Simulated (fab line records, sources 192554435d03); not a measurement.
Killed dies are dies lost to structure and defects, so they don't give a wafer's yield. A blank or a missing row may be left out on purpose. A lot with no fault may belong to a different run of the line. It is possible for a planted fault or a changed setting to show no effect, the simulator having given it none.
fab line records | flow n5-finfet
record: lots: 9 | wafers: 27 | last-day: 17
route steps=1938 shown BEOL_M4@1111 BEOL_M12@1642 BEOL_M13@1665 PASSIVATION@1936
lots with no fault: from the same line, run without faults
start-h: hours from the record's opening day to when the first of the lot's shown wafers began | wait-h: hours elapsed since this lot's preceding step | " repeats the value in the row above | L1.1+2: a row that stands for several wafers | - no value present, or no start provided | * or withheld: withheld | < > ~ a bound
route shown NAME@n: NAME is a module with steps in the file, n the number in the route of the first one | usual: the fault-free wafers' mean and standard deviation | same: alike in all rows | chamber/n: place in a boat | sites: the reading at each site | _std_site: how widely they spread, as a standard deviation | _edge_site: mean of outer sites minus mean of inner sites | radius-mm: for every site, how far away it sits from the centre of the wafer | mask NAME#n: copy n | behind: the last tool/chamber to shape the wafer | hold: reason for holding the lot/hours on hold/outcome of the hold | device: transistor that didn't switch, given as n, p or np | end of line: the route-end tests of the same wafers | a step with no rows: only its recipe | killed: count of dies lost to structure and defects at first sort (not the wafer's yield) | map: dies across one wafer; x = killed, . = not, _ = none there
set.NAME: the setting that was run; set.NAME@STEP: the one run at that earlier step | model.NAME: the simulator's own value behind a step, which no gauge read
steps of the route over a sample of lots; a table a step, a row a wafer
services: from which hour (start-h, from the record's first day; less than 0 if before it) a tool's chamber was out of use, for how many hours, and why
== steps ==
step: N5_BEOL_M4_RC_MEAS_101
usual: DIBL_N: 36.0/1.7 | DIBL_P: 36.0/2 | IOFF_N: 0.156/0.028 | IOFF_P: 0.21/0.04 | ION_N: 673/12 | ION_P: 463/8.3 | SS_N: 71.4/0.6 | SS_P: 73.3/0.66 | VT_N: 250/3 | VT_P: -250/3.8
lot.wafer | tool      | chamber | start-h | wait-h | DIBL_N[mV/V] | DIBL_P[mV/V] | IOFF_N[nA/um] | IOFF_P[nA/um] | ION_N[uA/um] | ION_P[uA/um] | SS_N[mV/dec] | SS_P[mV/dec] | VT_N[mV] | VT_P[mV]
L509.2    | prober-01 | 0       | 165.53  | 0.2    | 35.2         | 35.4         | 0.146         | 0.20          | 668          | 470          | 71.2         | 73.2         | 252      | -250
L509.3    | "         | 0       | "       | "      | 33.2         | 33.1         | 0.118         | 0.16          | 661          | 461          | 70.4         | 73.0         | 254      | -253
L509.6    | "         | 0       | "       | "      | 33.7         | 34.3         | 0.132         | 0.19          | 667          | 458          | 71.0         | 72.7         | 252      | -250
L510.2    | prober-01 | 0       | 173.52  | 0.2    | 33.3         | 32.2         | 0.102         | 0.17          | 653          | 460          | 70.6         | 72.2         | 256      | -253
L510.5    | "         | 0       | "       | "      | 35.7         | 35.4         | 0.135         | 0.20          | 654          | 456          | 72.1         | 73.7         | 254      | -251
L510.6    | "         | 0       | "       | "      | 35.2         | 34.4         | 0.136         | 0.20          | 666          | 459          | 71.4         | 72.7         | 254      | -249
L512.2    | prober-02 | 0       | 179.55  | 0.5    | 36.9         | 36.3         | 0.167         | 0.18          | 677          | 461          | 71.3         | 73.6         | 250      | -254
L512.5    | "         | 0       | "       | "      | 36.9         | 35.9         | 0.153         | 0.18          | 660          | 448          | 71.9         | 73.7         | 255      | -255
L512.6    | "         | 0       | "       | "      | 34.7         | 34.3         | 0.123         | 0.16          | 672          | 457          | 70.7         | 72.6         | 254      | -254
L513.1    | prober-01 | 0       | 181.50  | 0.0    | 36.4         | 39.0         | 0.167         | 0.26          | 684          | 469          | 72.0         | 73.6         | 249      | -245
L513.3    | "         | 0       | "       | "      | 35.6         | 36.4         | 0.153         | 0.22          | 667          | 466          | 71.8         | 72.4         | 253      | -247
L513.5    | "         | 0       | "       | "      | 35.0         | 36.8         | 0.141         | 0.21          | 660          | 462          | 70.9         | 73.0         | 251      | -249
L514.1    | prober-01 | 0       | 190.45  | 0.0    | 34.8         | 33.7         | 0.118         | 0.18          | 652          | 454          | 71.3         | 73.1         | 255      | -252
L514.2    | "         | 0       | "       | "      | 37.8         | 38.1         | 0.169         | 0.24          | 669          | 465          | 72.4         | 73.7         | 250      | -246
L514.4    | "         | 0       | "       | "      | 35.3         | 34.2         | 0.136         | 0.18          | 672          | 463          | 71.1         | 72.9         | 250      | -252
L527.2    | prober-01 | 0       | 275.87  | 0.2    | 34.1         | 35.3         | 0.130         | 0.16          | 660          | 447          | 71.4         | 72.9         | 252      | -257
L527.4    | "         | 0       | "       | "      | 33.2         | 33.7         | 0.116         | 0.15          | 672          | 451          | 71.2         | 72.9         | 251      | -256
L527.6    | "         | 0       | "       | "      | 32.0         | 32.7         | 0.098         | 0.13          | 652          | 450          | 70.7         | 72.6         | 257      | -257
L528.2    | prober-02 | 0       | 289.62  | 0.2    | 34.4         | 34.3         | 0.118         | 0.18          | 667          | 462          | 70.8         | 72.6         | 256      | -251
L528.5    | "         | 0       | "       | "      | 35.9         | 36.0         | 0.145         | 0.21          | 662          | 456          | 71.1         | 73.1         | 250      | -251
L528.6    | "         | 0       | "       | "      | 34.5         | 33.9         | 0.125         | 0.18          | 662          | 463          | 71.1         | 72.5         | 252      | -252
L530.1    | prober-02 | 0       | 296.62  | 0.0    | 34.3         | 34.3         | 0.137         | 0.20          | 671          | 463          | 71.6         | 73.4         | 252      | -247
L530.3    | "         | 0       | "       | "      | 34.2         | 33.8         | 0.136         | 0.19          | 672          | 468          | 70.3         | 72.6         | 250      | -249
L530.4    | "         | 0       | "       | "      | 34.4         | 34.6         | 0.143         | 0.21          | 675          | 472          | 70.9         | 73.2         | 249      | -245
L531.2    | prober-01 | 0       | 298.67  | 0.2    | 35.1         | 35.2         | 0.132         | 0.16          | 676          | 463          | 70.9         | 72.4         | 251      | -254
L531.3    | "         | 0       | "       | "      | 36.1         | 36.0         | 0.156         | 0.18          | 674          | 461          | 71.5         | 73.2         | 250      | -256
L531.4    | "         | 0       | "       | "      | 35.9         | 36.8         | 0.150         | 0.19          | 680          | 462          | 71.0         | 72.9         | 251      | -253
step: N5_BEOL_M12_STRIP_37
recipe: chemistry: N2/H2 | power-w: 1000 | temp-c: 250 | h2-frac: 0.65 | overash-fraction: 0.3 | pressure-mtorr: withheld | n2-flow-sccm: 1750 | h2-flow-sccm: 3250
usual: drypump-motor-current-A: 5.7/0.4 | h2-flow-sccm: 3250/9.2 | heater-power-w: 329/26 | oes-product-au: 0.790/0.0094
lot.wafer | tool            | chamber | start-h | wait-h | drypump-motor-current-A | h2-flow-sccm | heater-power-w | oes-product-au | rf-hours-counter-h
L509.2    | plasma-asher-01 | 1       | 228.54  | 0.0    | 6.1                     | 3263         | 340            | 0.786          | 65
L509.3    | "               | 0       | "       | "      | 6.2                     | 3242         | 303            | 0.808          | -
L509.6    | "               | 1       | "       | "      | 6.1                     | 3273         | 346            | 0.776          | -
L512.2    | plasma-asher-02 | 0       | 241.16  | 0.0    | 5.3                     | 3257         | 305            | 0.790          | 128
L512.5    | "               | 1       | "       | "      | 5.4                     | 3250         | 358            | 0.801          | -
L512.6    | "               | 0       | "       | "      | 5.3                     | 3270         | 307            | 0.792          | -
L510.2    | plasma-asher-02 | 1       | 242.44  | 0.0    | 5.4                     | 3255         | 359            | 0.805          | 128
L510.5    | "               | 0       | "       | "      | 5.3                     | 3255         | 305            | 0.786          | -
L510.6    | "               | 1       | "       | "      | 5.4                     | 3227         | 358            | 0.800          | -
L513.1    | plasma-asher-02 | 1       | 242.66  | 0.0    | 5.4                     | 3247         | 363            | 0.787          | 128
L513.3    | "               | 1       | "       | "      | 5.4                     | 3250         | 355            | 0.786          | -
L513.5    | "               | 0       | "       | "      | 5.3                     | 3260         | 316            | 0.780          | -
L514.1    | plasma-asher-02 | 1       | 261.61  | 0.0    | 5.4                     | 3249         | 368            | 0.770          | 132
L514.2    | "               | 0       | "       | "      | 5.2                     | 3241         | 308            | 0.792          | 132
L514.4    | "               | 0       | "       | "      | 5.3                     | 3248         | 307            | 0.795          | -
L527.2    | plasma-asher-02 | 0       | 346.70  | 0.0    | 5.2                     | 3256         | 303            | 0.768          | 147
L527.4    | "               | 0       | "       | "      | 5.3                     | 3244         | 308            | 0.795          | -
L527.6    | "               | 0       | "       | "      | 5.3                     | 3252         | 313            | 0.806          | -
L528.2    | plasma-asher-02 | 0       | 357.90  | 0.0    | 5.3                     | 3250         | 308            | 0.773          | 149
L528.5    | "               | 1       | "       | "      | 5.4                     | 3264         | 376            | 0.790          | -
L528.6    | "               | 0       | "       | "      | 5.3                     | 3250         | 308            | 0.796          | -
L531.2    | plasma-asher-01 | 0       | 361.87  | 0.0    | 6.2                     | 3232         | 303            | 0.802          | 93
L531.3    | "               | 0       | "       | "      | 6.2                     | 3245         | 298            | 0.807          | -
L531.4    | "               | 1       | "       | "      | 6.1                     | 3253         | 338            | 0.786          | -
L530.1    | plasma-asher-02 | 0       | 368.33  | 0.0    | 5.3                     | 3245         | 303            | 0.800          | 152
L530.3    | "               | 1       | "       | "      | 5.5                     | 3260         | 365            | 0.796          | -
L530.4    | "               | 0       | "       | "      | 5.3                     | 3228         | 304            | 0.786          | -
step: N5_BEOL_M12_THK_MEAS_50
recipe: thk-meas-gauge: xrf | reads: Cu_of_BEOL_M12_ECD_47
usual: M12_THK: 323/5.8
lot.wafer | tool          | chamber | start-h | wait-h | M12_THK[nm]
L509.2    | film-metro-02 | -       | 233.49  | -      | 333
L509.3    | "             | -       | "       | "      | 328
L509.6    | "             | -       | "       | "      | 331
L512.2    | film-metro-02 | -       | 244.08  | -      | 324
L512.5    | "             | -       | "       | "      | 316
L512.6    | "             | -       | "       | "      | 333
L510.2    | film-metro-01 | -       | 244.37  | -      | 329
L510.5    | "             | -       | "       | "      | 321
L510.6    | "             | -       | "       | "      | 321
L513.1    | film-metro-02 | -       | 244.48  | -      | 315
L513.3    | "             | -       | "       | "      | 329
L513.5    | "             | -       | "       | "      | 329
L514.1    | film-metro-01 | -       | 263.14  | -      | 325
L514.2    | "             | -       | "       | "      | 322
L514.4    | "             | -       | "       | "      | 327
L527.2    | film-metro-02 | -       | 350.15  | -      | 318
L527.4    | "             | -       | "       | "      | 314
L527.6    | "             | -       | "       | "      | 321
L528.2    | film-metro-01 | -       | 361.04  | -      | 324
L528.5    | "             | -       | "       | "      | 326
L528.6    | "             | -       | "       | "      | 323
L531.2    | film-metro-02 | -       | 364.71  | -      | 326
L531.3    | "             | -       | "       | "      | 322
L531.4    | "             | -       | "       | "      | 320
L530.1    | film-metro-02 | -       | 375.03  | -      | 325
L530.3    | "             | -       | "       | "      | 324
L530.4    | "             | -       | "       | "      | 332
step: N5_BEOL_M12_RS_MEAS_54
recipe: thk-meas-gauge: four-point-probe | reads: Cu_of_BEOL_M12_ECD_47+Ta_of_BEOL_M12_SPUTTER_44+TaN_of_BEOL_M12_SPUTTER_43
usual: M12_RS: 0.0601/0.0011
lot.wafer | tool          | chamber | start-h | wait-h | M12_RS[ohm/sq]
L509.2    | film-metro-02 | -       | 233.61  | 0.0    | 0.0586
L509.3    | "             | -       | "       | "      | 0.0591
L509.6    | "             | -       | "       | "      | 0.0584
L512.2    | film-metro-02 | -       | 244.21  | 0.0    | 0.0599
L512.5    | "             | -       | "       | "      | 0.0611
L512.6    | "             | -       | "       | "      | 0.0583
L510.2    | film-metro-02 | -       | 244.51  | 0.1    | 0.0586
L510.5    | "             | -       | "       | "      | 0.0604
L510.6    | "             | -       | "       | "      | 0.0605
L513.1    | film-metro-01 | -       | 244.61  | 0.0    | 0.0619
L513.3    | "             | -       | "       | "      | 0.0588
L513.5    | "             | -       | "       | "      | 0.0588
L514.1    | film-metro-02 | -       | 263.27  | 0.0    | 0.0595
L514.2    | "             | -       | "       | "      | 0.0601
L514.4    | "             | -       | "       | "      | 0.0593
L527.2    | film-metro-01 | -       | 350.30  | 0.1    | 0.0606
L527.4    | "             | -       | "       | "      | 0.0618
L527.6    | "             | -       | "       | "      | 0.0601
L528.2    | film-metro-01 | -       | 361.16  | 0.0    | 0.0594
L528.5    | "             | -       | "       | "      | 0.0593
L528.6    | "             | -       | "       | "      | 0.0597
L531.2    | film-metro-01 | -       | 364.84  | 0.0    | 0.0591
L531.3    | "             | -       | "       | "      | 0.0596
L531.4    | "             | -       | "       | "      | 0.0600
L530.1    | film-metro-01 | -       | 375.16  | 0.0    | 0.0594
L530.3    | "             | -       | "       | "      | 0.0598
L530.4    | "             | -       | "       | "      | 0.0582
step: N5_BEOL_M13_EXPOSE_07
recipe: mask-id: V12 | na: 0.93 | source-shape: conventional | sigma-outer: 0.6 | polarization: unpolarized | attpsm-phase-deg: 180 | dose-mj: 24.8
lot.wafer  | tool           | chamber | start-h | wait-h | mask
L509.2+3+6 | krf-scanner-02 | 0       | 233.96  | -      | V12#0
L512.2+5+6 | krf-scanner-02 | 0       | 244.56  | -      | V12#0
L510.2+5+6 | krf-scanner-02 | 0       | 244.86  | -      | V12#0
L513.1+3+5 | krf-scanner-01 | 0       | 245.08  | -      | V12#0
L514.1+2+4 | krf-scanner-02 | 0       | 263.74  | -      | V12#0
L527.2+4+6 | krf-scanner-02 | 0       | 350.77  | -      | V12#0
L528.2+5+6 | krf-scanner-02 | 0       | 361.51  | -      | V12#0
L531.2+3+4 | krf-scanner-02 | 0       | 365.19  | -      | V12#0
L530.1+3+4 | krf-scanner-02 | 0       | 375.63  | -      | V12#0
step: N5_BEOL_M13_CD_MEAS_10
recipe: target-cd-nm: 190 | landing-energy-ev: 500 | detector: se-inlens | polarity: opening
usual: cd-nm: 190.6/1.5
lot.wafer | tool      | chamber | start-h | wait-h | cd-nm
L509.2    | cd-sem-03 | 0       | 234.13  | -      | 191.2
L509.3    | "         | 0       | "       | "      | 192.6
L509.6    | "         | 0       | "       | "      | 192.4
L512.2    | cd-sem-02 | 0       | 244.72  | -      | 192.5
L512.5    | "         | 0       | "       | "      | 190.5
L512.6    | "         | 0       | "       | "      | 191.7
L510.2    | cd-sem-01 | 0       | 245.03  | -      | 58.1
L510.5    | "         | 0       | "       | "      | 189.0
L510.6    | "         | 0       | "       | "      | 190.2
L513.1    | cd-sem-03 | 0       | 245.25  | -      | 189.5
L513.3    | "         | 0       | "       | "      | 188.8
L513.5    | "         | 0       | "       | "      | 189.7
L514.1    | cd-sem-03 | 0       | 263.91  | -      | 63.2
L514.2    | "         | 0       | "       | "      | 62.1
L514.4    | "         | 0       | "       | "      | 189.6
L527.2    | cd-sem-03 | 0       | 350.94  | -      | 187.4
L527.4    | "         | 0       | "       | "      | 189.7
L527.6    | "         | 0       | "       | "      | 188.9
L528.2    | cd-sem-01 | 0       | 361.68  | -      | 188.5
L528.5    | "         | 0       | "       | "      | 190.8
L528.6    | "         | 0       | "       | "      | 188.3
L531.2    | cd-sem-02 | 0       | 365.36  | -      | 191.1
L531.3    | "         | 0       | "       | "      | 191.2
L531.4    | "         | 0       | "       | "      | 189.7
L530.1    | cd-sem-01 | 0       | 375.80  | -      | 190.2
L530.3    | "         | 0       | "       | "      | 189.3
L530.4    | "         | 0       | "       | "      | 188.6
step: N5_BEOL_M13_CD_MEAS_17
recipe: target-cd-nm: 190 | polarity: opening
usual: cd-nm: 191.0/1.7
lot.wafer | tool      | chamber | start-h | wait-h | cd-nm
L509.2    | cd-sem-01 | -       | 234.75  | 0.0    | 191.1
L509.3    | "         | -       | "       | "      | 193.8
L509.6    | "         | -       | "       | "      | 191.3
L512.2    | cd-sem-02 | -       | 245.34  | 0.0    | 194.3
L512.5    | "         | -       | "       | "      | 190.1
L512.6    | "         | -       | "       | "      | 193.3
L510.2    | cd-sem-02 | -       | 245.64  | 0.0    | 57.8
L510.5    | "         | -       | "       | "      | 188.6
L510.6    | "         | -       | "       | "      | 191.5
L513.1    | cd-sem-01 | -       | 245.95  | 0.0    | 189.7
L513.3    | "         | -       | "       | "      | 189.7
L513.5    | "         | -       | "       | "      | 188.5
L514.1    | cd-sem-02 | -       | 264.53  | 0.0    | 62.3
L514.2    | "         | -       | "       | "      | 61.2
L514.4    | "         | -       | "       | "      | 191.1
L527.2    | cd-sem-03 | -       | 351.56  | 0.0    | 188.5
L527.4    | "         | -       | "       | "      | 190.2
L527.6    | "         | -       | "       | "      | 189.7
L528.2    | cd-sem-01 | -       | 362.30  | 0.0    | 189.0
L528.5    | "         | -       | "       | "      | 191.9
L528.6    | "         | -       | "       | "      | 188.7
L531.2    | cd-sem-01 | -       | 366.25  | 0.0    | 190.3
L531.3    | "         | -       | "       | "      | 191.9
L531.4    | "         | -       | "       | "      | 190.3
L530.1    | cd-sem-03 | -       | 376.76  | 0.0    | 190.2
L530.3    | "         | -       | "       | "      | 189.8
L530.4    | "         | -       | "       | "      | 188.4
step: N5_PASSIVATION_PROBE_49
usual: defect-limited-yield: 91.6/1.6 | killed_at_M0_to_M3: 31/10 | killed_at_M4_up: 14/6.3 | killed-at-contacts: 12/6.1 | killed-at-front-end: 39/12 | killed-at-other: 3.7/2.8 | killed-dies: 100/19 | killed-on-rim: 13/4.2 | killed-open: 66/14 | killed-short: 33/8.1 | sort_bin_5_function: 5.0/1.1 | sort_bin_6_memory: 3.2/0.66 | sort-n-pass: 1080/18 | sort-yield-pct: 91.6/1.6
same: gross-dies: 1180 | killed-at-back-side: 0 | sort_bin_4_leakage[%]: 0 | sort_bin_8_speed[%]: 0
lot.wafer | tool      | chamber | start-h | wait-h | defect-limited-yield[%] | killed_at_M0_to_M3 | killed_at_M4_up | killed-at-contacts | killed-at-front-end | killed-at-other | killed-dies | killed-on-rim | killed-open | killed-short | sort_bin_5_function[%] | sort_bin_6_memory[%] | sort-n-pass | sort-yield-pct[%]
L510.2    | prober-01 | -       | 286.84  | 0.1    | 0                       | 30                 | 1104            | 11                 | 26                  | 9               | 1180        | 152           | 64          | 30           | 97.1                   | 2.7                  | 0           | 0
L510.5    | prober-01 | -       | 286.99  | 0.2    | 90.2                    | 49                 | 15              | 17                 | 29                  | 6               | 116         | 10            | 85          | 30           | 6.0                    | 3.7                  | 1064        | 90.2
L510.6    | prober-01 | -       | 287.04  | 0.3    | 90.8                    | 43                 | 19              | 11                 | 30                  | 5               | 108         | 9             | 69          | 37           | 5.3                    | 3.4                  | 1072        | 90.8
L514.1    | prober-01 | -       | 297.03  | 0.0    | 0                       | 31                 | 1091            | 24                 | 32                  | 2               | 1180        | 152           | 65          | 36           | 96.4                   | 3.5                  | 0           | 0
L514.2    | prober-01 | -       | 297.08  | 0.1    | 0                       | 22                 | 1106            | 22                 | 28                  | 2               | 1180        | 152           | 51          | 27           | 96.8                   | 2.9                  | 0           | 0
L514.4    | prober-01 | -       | 297.18  | 0.2    | 92.4                    | 36                 | 11              | 10                 | 26                  | 7               | 90          | 7             | 55          | 35           | 4.9                    | 2.0                  | 1090        | 92.4
L530.1    | prober-02 | -       | 406.38  | 0.0    | 91.9                    | 25                 | 14              | 22                 | 28                  | 6               | 95          | 13            | 59          | 31           | 4.5                    | 3.0                  | 1085        | 91.9
L530.3    | prober-02 | -       | 406.48  | 0.1    | 93.2                    | 17                 | 19              | 18                 | 20                  | 6               | 80          | 10            | 57          | 22           | 3.8                    | 2.4                  | 1100        | 93.2
L530.4    | prober-02 | -       | 406.53  | 0.2    | 93.6                    | 21                 | 14              | 14                 | 25                  | 2               | 76          | 9             | 53          | 21           | 3.8                    | 2.5                  | 1104        | 93.6
killed by level:class
L510.2 BEOL_M13:area-expose=1085 BEOL_M0_SAQP:geometric-particle:open=12 MOL_CONTACT_COAG:geometric-particle:open=10 BEOL_M0_SAQP:geometric-particle:short=8 BEOL_M5:geometric-particle:open=7 BEOL_M2:geometric-particle:open=5 GATE_CUT:geometric-particle:short=4 STARTING-WAFER:geometric-particle:short=4
L510.5 BEOL_M0_SAQP:geometric-particle:open=20 MOL_CONTACT_COAG:geometric-particle:open=15 BEOL_M0_SAQP:geometric-particle:short=10 FIN_SAQP:geometric-particle:short=7 BEOL_M1:geometric-particle:open=7 BEOL_M4:geometric-particle:open=6 FIN_SAQP:geometric-particle:open=5 BEOL_M2:geometric-particle:open=5
L510.6 BEOL_M0_SAQP:geometric-particle:open=12 BEOL_M0_SAQP:geometric-particle:short=11 BEOL_M3:geometric-particle:open=9 MOL_CONTACT_COAG:geometric-particle:open=8 FIN_SAQP:geometric-particle:open=5 BEOL_M1:geometric-particle:open=5 BEOL_M4:geometric-particle:open=5 DUMMY_GATE:geometric-particle:open=4
L514.1 BEOL_M13:area-expose=1079 MOL_CONTACT_COAG:geometric-particle:open=20 FIN_SAQP:geometric-particle:short=8 BEOL_M0_SAQP:geometric-particle:short=7 BEOL_M3:geometric-particle:open=7 FIN_SAQP:geometric-particle:open=5 GATE_CUT:geometric-particle:short=5 BEOL_M0_SAQP:geometric-particle:open=5
L514.2 BEOL_M13:area-expose=1100 MOL_CONTACT_COAG:geometric-particle:open=17 FIN_SAQP:geometric-particle:open=8 FIN_SAQP:geometric-particle:short=7 MOL_CONTACT_COAG:geometric-particle:short=5 BEOL_M3:geometric-particle:open=5 GATE_CUT:geometric-particle:short=4 BEOL_M0_SAQP:geometric-particle:short=4
L514.4 MOL_CONTACT_COAG:geometric-particle:open=10 BEOL_M0_SAQP:geometric-particle:short=9 STI_FIN_REVEAL:geometric-particle:open=5 BEOL_M0_SAQP:geometric-particle:open=5 BEOL_M0:geometric-particle:short=5 FIN_SAQP:geometric-particle:open=4 BEOL_M3:geometric-particle:open=4 BEOL_M4:geometric-particle:open=4
L530.1 MOL_CONTACT_COAG:geometric-particle:open=18 BEOL_M0_SAQP:geometric-particle:short=9 BEOL_M4:geometric-particle:open=7 STI_FIN_REVEAL:geometric-particle:open=4 MOL_CONTACT_COAG:geometric-particle:short=4 BEOL_M2:geometric-particle:open=4 STARTING-WAFER:geometric-particle:short=4 FIN_SAQP:geometric-particle:open=3
L530.3 MOL_CONTACT_COAG:geometric-particle:open=13 BEOL_M4:geometric-particle:open=7 STI_FIN_REVEAL:geometric-particle:open=6 DUMMY_GATE:geometric-particle:open=5 MOL_CONTACT_COAG:geometric-particle:short=5 BEOL_M1:geometric-particle:open=5 BEOL_M5:geometric-particle:open=5 BEOL_M0_SAQP:geometric-particle:open=3
L530.4 MOL_CONTACT_COAG:geometric-particle:open=12 BEOL_M4:geometric-particle:open=7 BEOL_M0_SAQP:geometric-particle:short=5 FIN_SAQP:geometric-particle:open=4 BEOL_M2:geometric-particle:open=4 FIN_SAQP:geometric-particle:short=3 ILD0:geometric-particle:open=3 BEOL_M1:geometric-particle:open=3
== services ==
tool           | chamber | start-h | hours | kind
krf-scanner-02 | 0       | 219.98  | -     | calibration
krf-scanner-01 | -       | 223.78  | 1.0   | pm
krf-scanner-01 | 0       | 227.55  | -     | calibration
krf-scanner-01 | -       | 231.21  | 3.6   | pm
krf-scanner-02 | -       | 235.68  | 0.4   | repair
krf-scanner-01 | -       | 250.13  | 0.3   | repair
krf-scanner-02 | -       | 257.50  | 1.3   | repair
krf-scanner-01 | -       | 259.77  | 4.0   | pm
krf-scanner-02 | -       | 264.73  | 1.3   | pm
krf-scanner-02 | -       | 267.65  | 1.0   | pm
krf-scanner-01 | -       | 281.39  | 1.2   | repair
krf-scanner-01 | -       | 307.99  | 1.3   | pm
krf-scanner-02 | -       | 347.03  | 0.8   | pm
== key ==
first-sign: step: N5_BEOL_M13_CD_MEAS_10 | reading: cd-nm | direction: down | sigmas: 87 | usual: 190.6 | struck: 61.1
effect: step: N5_BEOL_M13_CD_MEAS_17 | reading: cd-nm | direction: down | sigmas: 77 | usual: 191.0 | struck: 60.5
effect: step: N5_PASSIVATION_PROBE_49 | reading: killed_at_M4_up | direction: up | sigmas: 99+ | usual: 14 | struck: 1100
more-kills-born-at: N5_BEOL_M13_EXPOSE_07@krf-scanner-02: 3264
met-at N5_BEOL_M13_EXPOSE_07
struck-lots L510,L514
struck-wafers L510.2,L514.1,L514.2
later-rows-left-out L510.2,L514.1,L514.2
not-acting-at N5_BEOL_M12_STRIP_37,N5_BEOL_M12_THK_MEAS_50,N5_BEOL_M12_RS_MEAS_54
onset-between 244.56 244.86
fault: kind: process-parameter-drift | tool: krf-scanner-02 | chamber: - | onset-h: 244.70 | steps: N5_BEOL_M13_EXPOSE_07 | channel: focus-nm | offset: 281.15 | shape: step | end-h: 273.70 | scope: struck-wafers-only
later-rows-left-out: the simulator's readings of these wafers behind a module that went badly wrong aren't trusted and aren't shown, but for the sort
